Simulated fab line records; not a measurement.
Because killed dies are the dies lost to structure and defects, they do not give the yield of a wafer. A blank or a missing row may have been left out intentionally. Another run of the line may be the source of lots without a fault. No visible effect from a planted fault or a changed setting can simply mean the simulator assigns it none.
Matching of chambers :: flow n5_finfet :: N5_BEOL_M8_PECVD_70 on pecvd-04 has 3 sister chambers
The step deposits SiO2 from TEOS/O2, target thk 20 nm, time 22.7 s. 6 wafers are shown with their chamber, then 7 later ones without.

== WAFERS, EACH WITH ITS CHAMBER ==
wafer: L077.5
chamber: 0
throttle_valve_pct (%): 24.2
showerhead_plenum_p_Torr (Torr): 8.71

wafer: L078.1
chamber: 0
throttle_valve_pct (%): 24.1
showerhead_plenum_p_Torr (Torr): 8.69

wafer: L081.2
chamber: 2
throttle_valve_pct (%): 21.2
showerhead_plenum_p_Torr (Torr): 8.71

wafer: L081.5
chamber: 1
throttle_valve_pct (%): 23.6
showerhead_plenum_p_Torr (Torr): 8.86

wafer: L085.2
chamber: 1
throttle_valve_pct (%): 23.7
showerhead_plenum_p_Torr (Torr): 8.84

wafer: L085.3
chamber: 2
throttle_valve_pct (%): 21.3
showerhead_plenum_p_Torr (Torr): 8.71

== WAFERS WITH NO CHAMBER GIVEN ==
wafer: L085.6
throttle_valve_pct (%): 24.3
showerhead_plenum_p_Torr (Torr): 8.71

wafer: L094.1
throttle_valve_pct (%): 23.8
showerhead_plenum_p_Torr (Torr): 8.82

wafer: L094.2
throttle_valve_pct (%): 21.6
showerhead_plenum_p_Torr (Torr): 8.71

wafer: L094.3
throttle_valve_pct (%): 24.1
showerhead_plenum_p_Torr (Torr): 8.73

wafer: L094.4
throttle_valve_pct (%): 21.7
showerhead_plenum_p_Torr (Torr): 8.71

wafer: L094.5
throttle_valve_pct (%): 24.1
showerhead_plenum_p_Torr (Torr): 8.71

wafer: L094.6
throttle_valve_pct (%): 23.5
showerhead_plenum_p_Torr (Torr): 8.85

== WHICH CHAMBER EACH ONE RAN IN ==
wafer: L085.6
from the rows above: 0
in truth: 0

wafer: L094.1
from the rows above: 1
in truth: 1

wafer: L094.2
from the rows above: 2
in truth: 2

wafer: L094.3
from the rows above: 0
in truth: 0

wafer: L094.4
from the rows above: 2
in truth: 2

wafer: L094.5
from the rows above: 0
in truth: 0

wafer: L094.6
from the rows above: 1
in truth: 1
Correct placement for 7 of the 7. Can't be placed from these rows: 0. Number placed wrongly: 0.
How it was worked out, from the rows above alone: a wafer's distance from a chamber is the root of the sum, over the readings, of the square of ((its reading less the chamber's mean) divided by the reading's scatter). If the next closest chamber is less than 2 further off than the closest, the wafer can't be placed; otherwise it belongs to the closest. A chamber's mean is the mean of its shown wafers. How the scatter is found: for the shown wafers, subtract from each reading the mean of its chamber, square and add these, divide the total by (wafers less chambers), then take the root.
